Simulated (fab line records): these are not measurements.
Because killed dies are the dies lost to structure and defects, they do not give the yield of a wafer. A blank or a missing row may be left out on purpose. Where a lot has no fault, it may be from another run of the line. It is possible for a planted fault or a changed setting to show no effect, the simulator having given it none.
Matching of chambers ; flow n5 finfet ; N5_BEOL_M1_ALD_84 on ald metal-04 has 4 sister chambers
The step deposits TaN, pulse time 2 s, purge time 3 s, co reactant purge time 2 s. 22 wafers are shown with their chamber, then 11 later ones without.

WAFERS PAIRED WITH THEIR CHAMBERS
wafer;chamber;heater power w (W)
L074.1;2;412
L074.4;1;375
L074.6;3;386
L076.1;0;384
L076.3;3;376
L076.5;1;386
L077.2;2;406
L077.3;3;385
L077.4;1;381
L080.2;0;382
L080.4;2;420
L080.5;0;386
L082.1;0;391
L082.4;3;375
L082.6;1;373
L084.1;1;379
L084.2;2;406
L084.3;3;372
L087.1;2;421
L087.2;0;393
L087.5;1;376
L086.3;3;384

SIGNATURES (averages over the wafers above)
reading;chamber 0;chamber 1;chamber 2;chamber 3;scatter within a chamber
heater power w;387.20;378.33;413.00;379.67;5.73
Rule: for each reading, subtract the chamber's mean from the wafer's reading, divide by that reading's scatter and square the result; add these up over the readings and take the root, which gives the wafer's distance from the chamber. The wafer belongs to the nearest chamber; if the next one is less than 2 further off, it can't be placed. The scatter: take each reading less its chamber's mean, square it, sum over the shown wafers, divide by the number of wafers less the number of chambers, and take the root.

WAFERS WHOSE CHAMBER IS MISSING
wafer;heater power w (W)
L086.4;410
L086.6;373
L089.1;382
L089.3;419
L089.4;386
L092.1;415
L092.2;378
L092.5;411
L096.1;424
L096.4;384
L096.5;423

CHAMBER TAKEN BY EACH
wafer;from the rows above;in truth
L086.4;2;2
L086.6;can't be placed: 1 or 3 or 0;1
L089.1;can't be placed: 3 or 1 or 0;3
L089.3;2;2
L089.4;can't be placed: 0 or 3 or 1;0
L092.1;2;2
L092.2;can't be placed: 1 or 3 or 0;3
L092.5;2;2
L096.1;2;2
L096.4;can't be placed: 0 or 3 or 1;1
L096.5;2;2
Placed correctly: 6 of 11. Not placeable from these rows: 5 (in 5, the candidates include the true chamber). Wrongly placed: 0.
